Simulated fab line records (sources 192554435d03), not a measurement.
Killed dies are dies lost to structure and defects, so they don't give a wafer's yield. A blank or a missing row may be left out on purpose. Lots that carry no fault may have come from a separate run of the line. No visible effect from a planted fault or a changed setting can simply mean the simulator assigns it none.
fab line records / flow n5_finfet
[record] lots = 4 wafers = 12 last_day = 15
route steps=1938 shown BEOL_M5@1140 PASSIVATION@1936
lots untouched by any fault: they come from a run of this same line in which no faults occurred
start_h: the number of hours between the record's first day and the start of the first shown wafer of the lot / wait_h: how many hours have passed since the lot's step before this one / " the same as in the row above / L1.1+2: a single row standing in for several wafers / - no value present, or no start provided / * or withheld: withheld / < > ~ a bound
route shown NAME@n: names a module that has steps shown in the file, with the first one's number in the route / usual: the fault-free wafers' mean and standard deviation / same: alike in all rows / chamber/n: place in a boat / sites: the reading at each site / _std_site: the values' standard deviation / _edge_site: inner sites' mean taken away from outer sites' mean / radius_mm: how far each site lies from the wafer's centre / mask NAME#n: copy n / behind: the most recent tool/chamber to have shaped the wafer / hold: why the lot went on hold/how many hours it stayed there/how the hold came to an end / device: transistor that didn't switch, given as n, p or np / end of line: the tests these same wafers got at the end of their route / where a step has no rows: the recipe by itself / killed: the dies lost at the first sort to structure and to defects; this is not the yield of the wafer / map: a wafer's dies, marking killed ones x, the rest . and places with no die _
set.NAME: the setting as run; set.NAME@STEP: as run at that earlier step / model.NAME: the simulator's own value behind a step, which no gauge read
lots at selected steps of the route; one table per step, one row per wafer
services: a tool's chamber out of use, with start hour (start_h, from the record's first day; less than 0 if before it), hours out, and reason
[[steps]]
[step N5_BEOL_M5_COAT_66]
[recipe] resist = SiARC temp_c = 220 time_s = 60 spin_rpm = 1500 resist_thk_nm = 12
[step N5_BEOL_M5_COAT_74]
[recipe] resist = underlayer temp_c = 205 time_s = 60 spin_rpm = 1500 resist_thk_nm = 5
[step N5_BEOL_M5_COAT_22]
[recipe] resist = CAR-EUV spin_rpm = 1500 resist_thk_nm = 30
[step N5_BEOL_M5_EBR_24]
[recipe] solvent = PGMEA ebr_width_mm = 1.5
[step N5_BEOL_M5_SOFTBAKE_23]
[recipe] temp_c = 110 time_s = 60 resist = CAR-EUV
[step N5_BEOL_M5_EXPOSE_25]
[recipe] mask_id = V4 na = 0.33 source_shape = quasar sigma_inner = 0.2 sigma_outer = 0.6 polarization = unpolarized defocus_nm = 10 dose_mj = 52.75
[step N5_BEOL_M5_PEB_26]
[recipe] peb_temp_c = 100 peb_time_s = 60 resist = CAR-EUV
[step N5_BEOL_M5_DEVELOP_27]
[recipe] develop_time_s = 30 developer = TMAH resist = CAR-EUV rinse_liquid = surfactant_rinse dry = air_spin dev_temp_c = 23
[step N5_BEOL_M5_DESCUM_33]
[recipe] chemistry = O2 time_s = 7 source_power_w = 50 bias_power_w = 20 pressure_mtorr = 20 rf_frequency_hz = 2.712e+07 temp_c = 40 resist = CAR-EUV o2_flow_sccm = 225
[step N5_BEOL_M5_ETCH_75]
[recipe] chemistry = N2/H2 target = underlayer target_depth_a = 65 mask_material = CAR-EUV time_s = 5.2 ion_energy_ev = 200 pressure_mtorr = 30 source_w = 840 bias_w = 150 n2_flow_sccm = 200 h2_flow_sccm = 200 ends = cleared
[usual] drypump_motor_current_A = 5.7/0.48 etch_rf_on_time_s = 5.18/0.1 oes_product_au = 0.67/0.059 rf_vpp_V = 523.8/3 showerhead_plenum_p_Torr = 2.54/0.098 throttle_valve_pct = 17.88/0.2
lot.wafer=L318.1 tool=rie_diel-03 chamber=3 start_h=173.27 wait_h=0.0 drypump_motor_current_A=6.1 etch_rf_on_time_s=5.21 oes_product_au=0.80 rf_hours_counter_h=14 rf_vpp_V=527.0 showerhead_plenum_p_Torr=2.72 throttle_valve_pct=18.00
lot.wafer=L318.5 tool=rie_diel-03 chamber=2 start_h=173.27 wait_h=0.0 drypump_motor_current_A=6.2 etch_rf_on_time_s=5.23 oes_product_au=0.72 rf_hours_counter_h=- rf_vpp_V=522.0 showerhead_plenum_p_Torr=2.58 throttle_valve_pct=17.58
lot.wafer=L318.6 tool=rie_diel-03 chamber=1 start_h=173.27 wait_h=0.0 drypump_motor_current_A=6.0 etch_rf_on_time_s=5.15 oes_product_au=0.62 rf_hours_counter_h=- rf_vpp_V=520.5 showerhead_plenum_p_Torr=2.41 throttle_valve_pct=17.83
lot.wafer=L319.3 tool=rie_diel-04 chamber=1 start_h=183.00 wait_h=0.0 drypump_motor_current_A=5.4 etch_rf_on_time_s=5.10 oes_product_au=0.73 rf_hours_counter_h=51 rf_vpp_V=522.3 showerhead_plenum_p_Torr=2.47 throttle_valve_pct=18.21
lot.wafer=L319.4 tool=rie_diel-04 chamber=0 start_h=183.00 wait_h=0.0 drypump_motor_current_A=6.3 etch_rf_on_time_s=5.32 oes_product_au=0.63 rf_hours_counter_h=176 rf_vpp_V=523.7 showerhead_plenum_p_Torr=2.53 throttle_valve_pct=17.71
lot.wafer=L319.6 tool=rie_diel-04 chamber=3 start_h=183.00 wait_h=0.0 drypump_motor_current_A=6.0 etch_rf_on_time_s=5.15 oes_product_au=0.64 rf_hours_counter_h=- rf_vpp_V=519.8 showerhead_plenum_p_Torr=2.43 throttle_valve_pct=17.86
lot.wafer=L332.1 tool=rie_diel-04 chamber=1 start_h=265.70 wait_h=0.0 drypump_motor_current_A=5.4 etch_rf_on_time_s=5.12 oes_product_au=0.70 rf_hours_counter_h=76 rf_vpp_V=526.3 showerhead_plenum_p_Torr=2.46 throttle_valve_pct=18.24
lot.wafer=L332.4 tool=rie_diel-04 chamber=3 start_h=265.70 wait_h=0.0 drypump_motor_current_A=6.0 etch_rf_on_time_s=5.22 oes_product_au=0.61 rf_hours_counter_h=183 rf_vpp_V=519.7 showerhead_plenum_p_Torr=2.42 throttle_valve_pct=17.87
lot.wafer=L332.6 tool=rie_diel-04 chamber=0 start_h=265.70 wait_h=0.0 drypump_motor_current_A=6.2 etch_rf_on_time_s=5.48 oes_product_au=0.60 rf_hours_counter_h=- rf_vpp_V=524.7 showerhead_plenum_p_Torr=2.52 throttle_valve_pct=17.79
lot.wafer=L333.3 tool=rie_diel-04 chamber=2 start_h=268.13 wait_h=0.0 drypump_motor_current_A=4.8 etch_rf_on_time_s=5.21 oes_product_au=0.61 rf_hours_counter_h=206 rf_vpp_V=526.1 showerhead_plenum_p_Torr=2.63 throttle_valve_pct=17.74
lot.wafer=L333.5 tool=rie_diel-04 chamber=0 start_h=268.13 wait_h=0.0 drypump_motor_current_A=6.3 etch_rf_on_time_s=5.34 oes_product_au=0.61 rf_hours_counter_h=- rf_vpp_V=524.3 showerhead_plenum_p_Torr=2.52 throttle_valve_pct=17.81
lot.wafer=L333.6 tool=rie_diel-04 chamber=3 start_h=268.13 wait_h=0.0 drypump_motor_current_A=6.0 etch_rf_on_time_s=5.14 oes_product_au=0.62 rf_hours_counter_h=- rf_vpp_V=521.9 showerhead_plenum_p_Torr=2.42 throttle_valve_pct=17.88
[step N5_BEOL_M5_ETCH_67]
[recipe] chemistry = CF4 target = SiARC target_depth_a = 156 mask_material = CAR-EUV time_s = 26 ion_energy_ev = 80 pressure_mtorr = 40 source_w = 545 bias_w = 36 Ar_flow_sccm = 100 cf4_flow_sccm = 100 ends = cleared
[step N5_BEOL_M5_ETCH_68]
[recipe] chemistry = N2/H2 target = SOC target_depth_a = 800 overetch_a = 160 mask_material = SiARC temp_c = 40 time_s = 120 ion_energy_ev = 200 pressure_mtorr = 30 source_w = 840 bias_w = 150 n2_flow_sccm = 200 h2_flow_sccm = 200
[step N5_BEOL_M5_STRIP_69]
[recipe] chemistry = N2/H2 temp_c = 40 n2_flow_sccm = 200 h2_flow_sccm = 200 rf_frequency_hz = 6e+07
[step N5_BEOL_M5_STRIP_76]
[recipe] chemistry = N2/H2 temp_c = 40 n2_flow_sccm = 200 h2_flow_sccm = 200 rf_frequency_hz = 6e+07
[step N5_BEOL_M5_VIA_ETCH_34]
[recipe] chemistry = C4F6/O2 target = SiCOH_lowk target_depth_a = 883 mask_material = SOC taper_deg = 4 time_s = 39.2 ion_energy_ev = 250 pressure_mtorr = 30 source_w = 345 bias_w = 185 Ar_flow_sccm = 300 C4F6_flow_sccm = 10 O2_flow_sccm = 10
[step N5_BEOL_M5_STRIP_85]
[recipe] chemistry = C4F6/O2 resist = SiARC rf_frequency_hz = 6e+07
[step N5_BEOL_M5_STRIP_36]
[recipe] chemistry = N2/H2 power_w = 450 temp_c = 40 pressure_mtorr = 20 rf_frequency_hz = 6e+07 overash_fraction = 0.3 bias_power_w = 7 h2_frac = 0.5 n2_flow_sccm = 200 h2_flow_sccm = 200
[step N5_BEOL_M5_TRENCH_ETCH_37]
[recipe] chemistry = C4F6/O2 target_depth_a = 716.52 target = SiCOH_lowk time_s = 24.7 ion_energy_ev = 250 pressure_mtorr = 30 source_w = 345 bias_w = 185 Ar_flow_sccm = 300 C4F6_flow_sccm = 10 O2_flow_sccm = 10
[step N5_BEOL_M5_ETCH_41]
[recipe] chemistry = CH3F/O2 target = SiCN target_depth_a = 315 taper_deg = 2 time_s = 56.7 ion_energy_ev = 120 mask_material = TiN pressure_mtorr = 30 source_w = 395 bias_w = 75 Ar_flow_sccm = 150 CH3F_flow_sccm = 30 O2_flow_sccm = 20
[step N5_BEOL_M5_STRIP_91]
[recipe] chemistry = N2/H2 time_s = 10 power_w = 450 temp_c = 40 pressure_mtorr = 20 rf_frequency_hz = 6e+07 bias_power_w = 7 n2_flow_sccm = 200 h2_flow_sccm = 200
[step N5_BEOL_M5_HM_STRIP_39]
[recipe] chemistry = peroxide_tin_strip material = TiN target_depth_a = 250 temp_c = 50 time_s = 158
[step N5_BEOL_M5_SRD_40]
[recipe] time_s = 30 temp_c = 23 rinse_liquid = diw dry = ipa_marangoni
[step N5_BEOL_M5_PRECLEAN_42]
[recipe] chemistry = residue_remover time_s = 60 temp_c = 40
[step N5_BEOL_M5_SRD_43]
[recipe] time_s = 30 temp_c = 23 rinse_liquid = diw dry = ipa_marangoni
[step N5_BEOL_M5_CURE_80]
[recipe] temp_c = 370 time_s = 120 ambient = DMADMS/He material = SiCOH_lowk
[step N5_BEOL_M5_DEGAS_44]
[recipe] ambient = vacuum temp_c = 250 time_s = 60
[step N5_BEOL_M5_PRE_CLEAN_45]
[recipe] gas = H2/He time_s = 30 temp_c = 250
[step N5_BEOL_M5_ALD_86]
[recipe] material = TaN target_thk_a = * temp_c = 275 ald_precursor_family = PDMAT ald_co_reactant = NH3 pressure_torr = 3 carrier_flow_sccm = 1500 pulse_time_s = 2 purge_time_s = 3 co_reactant_purge_time_s = 2 co_reactant_pulse_time_s = 3 ald_cycles = 30 precursor_vessel_temp_c = 75 precursor_vessel_pressure_torr = 26.25 precursor_vessel_carrier_sccm = 1000
[step N5_BEOL_M5_SURFACE_TREAT_87]
[recipe] gas = Ar time_s = * ion_energy_ev = * ion_current_ma_cm2 = 0.5 pressure_mtorr = * ar_flow_sccm = 30
[step N5_BEOL_M5_CVD_47]
[recipe] material = Co target_thk_a = 30 temp_c = withheld precursor = CCTBA/H2 pressure_torr = 30 time_s = 216
[step N5_BEOL_M5_SPUTTER_48]
[recipe] material = Cu target_thk_a = 150 temp_c = -20 chamber_pressure_pa = 0.07 power_w = withheld time_s = 27.62
[step N5_BEOL_M5_ANNEAL_49]
[recipe] temp_c = 400 time_s = 1800 ambient = vacuum
[step N5_BEOL_M5_SPUTTER_81]
[recipe] material = Cu target_thk_a = 150 temp_c = -20 chamber_pressure_pa = 0.07 power_w = withheld time_s = 27.62
[step N5_BEOL_M5_ANNEAL_82]
[recipe] temp_c = 400 time_s = 1800 ambient = vacuum
[step N5_BEOL_M5_SPUTTER_83]
[recipe] material = Cu target_thk_a = 150 temp_c = -20 chamber_pressure_pa = 0.07 power_w = withheld time_s = 27.62
[step N5_BEOL_M5_ANNEAL_84]
[recipe] temp_c = 400 time_s = 1800 ambient = vacuum
[step N5_BEOL_M5_SPUTTER_88]
[recipe] material = Cu target_thk_a = 150 temp_c = -20 chamber_pressure_pa = 0.07 power_w = withheld time_s = 27.62
[step N5_PASSIVATION_PROBE_49]
[usual] defect_limited_yield = 91.2/1.4 killed_at_M0_to_M3 = 34/9.4 killed_at_M4_up = 13/5.8 killed_at_contacts = 13/6.4 killed_at_front_end = 41/11 killed_at_other = 3.1/2.3 killed_dies = 103/16 killed_on_rim = 13/3.4 killed_open = 69/12 killed_short = 33/7.8 sort_bin_5_function = 5.1/0.91 sort_bin_6_memory = 3.3/0.63 sort_n_pass = 1077/16 sort_yield_pct = 91.2/1.4
[same] gross_dies = 1180 killed_at_back_side = 0 sort_bin_4_leakage[%] = 0 sort_bin_8_speed[%] = 0
lot.wafer=L318.1 tool=prober-01 chamber=- start_h=270.37 wait_h=0.0 defect_limited_yield[%]=91.4 killed_at_M0_to_M3=14 killed_at_M4_up=11 killed_at_contacts=29 killed_at_front_end=47 killed_at_other=1 killed_dies=102 killed_on_rim=12 killed_open=73 killed_short=23 sort_bin_5_function[%]=5.0 sort_bin_6_memory[%]=3.1 sort_n_pass=1078 sort_yield_pct[%]=91.4
lot.wafer=L318.5 tool=prober-01 chamber=- start_h=270.57 wait_h=0.2 defect_limited_yield[%]=90.8 killed_at_M0_to_M3=40 killed_at_M4_up=18 killed_at_contacts=12 killed_at_front_end=30 killed_at_other=8 killed_dies=108 killed_on_rim=13 killed_open=72 killed_short=35 sort_bin_5_function[%]=5.8 sort_bin_6_memory[%]=3.2 sort_n_pass=1072 sort_yield_pct[%]=90.8
lot.wafer=L318.6 tool=prober-01 chamber=- start_h=270.62 wait_h=0.3 defect_limited_yield[%]=89.7 killed_at_M0_to_M3=25 killed_at_M4_up=22 killed_at_contacts=24 killed_at_front_end=47 killed_at_other=3 killed_dies=121 killed_on_rim=15 killed_open=87 killed_short=33 sort_bin_5_function[%]=5.1 sort_bin_6_memory[%]=4.7 sort_n_pass=1059 sort_yield_pct[%]=89.7
lot.wafer=L332.4 tool=prober-01 chamber=- start_h=355.45 wait_h=0.2 defect_limited_yield[%]=80.4 killed_at_M0_to_M3=22 killed_at_M4_up=151 killed_at_contacts=12 killed_at_front_end=40 killed_at_other=6 killed_dies=231 killed_on_rim=25 killed_open=62 killed_short=25 sort_bin_5_function[%]=10.8 sort_bin_6_memory[%]=4.6 sort_n_pass=949 sort_yield_pct[%]=80.4
lot.wafer=L333.6 tool=prober-02 chamber=- start_h=361.85 wait_h=0.3 defect_limited_yield[%]=78.8 killed_at_M0_to_M3=46 killed_at_M4_up=157 killed_at_contacts=1 killed_at_front_end=44 killed_at_other=2 killed_dies=250 killed_on_rim=26 killed_open=73 killed_short=34 sort_bin_5_function[%]=12.8 sort_bin_6_memory[%]=4.1 sort_n_pass=930 sort_yield_pct[%]=78.8
// killed by level:class
L318.1 MOL_CONTACT_COAG:geometric_particle:open=26 STI_FIN_REVEAL:geometric_particle:open=19 BEOL_M0_SAQP:geometric_particle:open=6 FIN_SAQP:geometric_particle:short=5 HKMG_FIN:area_etch=5 GATE_CUT:geometric_particle:open=4 FIN_SAQP:geometric_particle:open=3 MOL_CONTACT_COAG:geometric_particle:short=3
L318.5 STI_FIN_REVEAL:geometric_particle:open=12 MOL_CONTACT_COAG:geometric_particle:open=12 BEOL_M4:geometric_particle:open=8 BEOL_M1:geometric_particle:open=7 BEOL_M3:geometric_particle:short=7 BEOL_M3:geometric_particle:open=6 BEOL_M0_SAQP:geometric_particle:open=6 BEOL_M2:geometric_particle:open=6
L318.6 MOL_CONTACT_COAG:geometric_particle:open=21 STI_FIN_REVEAL:geometric_particle:open=17 BEOL_M4:geometric_particle:open=13 GATE_CUT:geometric_particle:open=10 GATE_CUT:geometric_particle:short=6 STI_FIN_REVEAL:geometric_particle:short=4 BEOL_M0_SAQP:geometric_particle:short=4 BEOL_M1:geometric_particle:short=4
L332.4 BEOL_M5:unspecified=142 STI_FIN_REVEAL:geometric_particle:open=13 MOL_CONTACT_COAG:geometric_particle:open=8 FIN_SAQP:geometric_particle:open=6 GATE_CUT:geometric_particle:short=6 BEOL_M0_SAQP:geometric_particle:open=6 FIN_SAQP:geometric_particle:short=4 GATE_CUT:geometric_particle:open=4
L333.6 BEOL_M5:unspecified=143 STI_FIN_REVEAL:geometric_particle:open=18 BEOL_M1:geometric_particle:open=13 BEOL_M2:geometric_particle:open=10 BEOL_M3:geometric_particle:open=9 GATE_CUT:geometric_particle:open=5 BEOL_M1:geometric_particle:short=5 BEOL_M4:geometric_particle:open=5
// map L332.4 (x killed, . not)
_________________............________________
______________..............x..._____________
___________...............x..x.....__________
__________......x..................._________
________.......x...........x.........._______
_______................................______
______.................x..x............._____
_____...x.......x..x....................x____
____....xx.x........x......x..x..........x___
___..x.........x.....x.....................__
___.....x...xx...x.............xx..........__
__x........................................._
__.....x.x.............x.......x....x......._
_.......x.......x......x.x.........x.........
_........................x...................
_.....x....x.x...............x...............
_..x.....................x......x....x.......
_...x..x......................xx........x....
_......................x...x.................
_..x.......x.............x......x...x........
_............................................
__....................x.xx.........x........_
__.x.xx.............x..................x...._
___............x.x.xxxxxxx.................__
___...x.........xxxxxxxxx.x.........x.....x__
____......x..xxxxxxxxxxx.x....x..x........___
_____....x..xxxxxxxxxxxxxx.x........x....____
______.x......xxxxxxxxxxxxxxx.x........._____
_______.......xxxxxxxxxxxxx.x...x......______
________.....xxxxxxxxxxxxxxxx....xx.xx_______
__________...xxxxxxxxxxxxxxxx......._________
___________.x.xxxxxxxxxxxxxxxx.....__________
______________x.xxxxxxxxxxx..x.._____________
_________________xxxxxxxxx..x________________
// map L333.6 (x killed, . not)
_________________....x.......________________
______________.........x........_____________
___________.....x..................__________
__________....x..x..x..............._________
________.............x.....x.........._______
_______.........x...x...x.x.........x..______
______.x................x..............._____
_____............x....xxx............x...____
____............x..x...............x......___
___........................x...............__
___.x......xx.x.x............x.............__
__.....................x....x....x...x......_
__..........x.x..........................x.x_
_...........x..x............x.x..............
_..x.x...........x.x.....................x...
_xx.................xx.......................
_x.....x..............................x......
_...x..............x................x........
_...x.........xx......x.....xx..............x
_...x.......x............x...................
_.x...........x..............xx....x.........
__.....x.........x.........x.x....x..x..x..._
__......x......xxxx....x...................._
___.x.............xxx.x.xx....x......x.....__
___.........x...xxxxxxxxx.x..xx..x.........__
____x..x.....x.xxxxxxxxxxxx..x............___
_____x...x..x.xxxxxxxxxxxxxxx.x.........x____
______....x..x.xxxxxxxxxxxxxx..........._____
_______.......xxxxxxxxxxxxxxx..........______
________.....xxxxxxxxxxxxxxx..x.x....._______
__________...xxxxxxxxxxxxxxxx.x...x._________
___________..xxxxxxxxxxxxxxxxx..x..__________
______________.xxxxxxxxxxxxx...._____________
_________________x.xxxxxx.xx.________________
[[services]]
tool=rie_diel-04 chamber=3 start_h=158.32 hours=14.6 kind=repair
tool=rie_diel-03 chamber=2 start_h=166.17 hours=6.7 kind=repair
tool=rie_diel-04 chamber=3 start_h=193.36 hours=5.3 kind=repair
tool=rie_diel-04 chamber=3 start_h=210.71 hours=1.6 kind=repair
[[key]]
[first_sign] step = N5_PASSIVATION_PROBE_49 reading = killed_at_M4_up direction = up sigmas = 24 usual = 13 struck = 154
[effect] step = N5_PASSIVATION_PROBE_49 reading = defect_limited_yield direction = down sigmas = 8.5 usual = 91.2 struck = 79.6
[more_kills_born_at] N5_BEOL_M5_ETCH_75@rie_diel-04 = 285
met_at N5_BEOL_M5_ETCH_75
struck_wafers L332.4,L333.6
onset_between 183.00 265.70
[fault] kind = chamber_particle_source tool = rie_diel-04 chamber = 3 onset_h = 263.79 steps = N5_BEOL_M5_ETCH_75 rate_per_visit_cm2 = 1.9204 end_h = 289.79
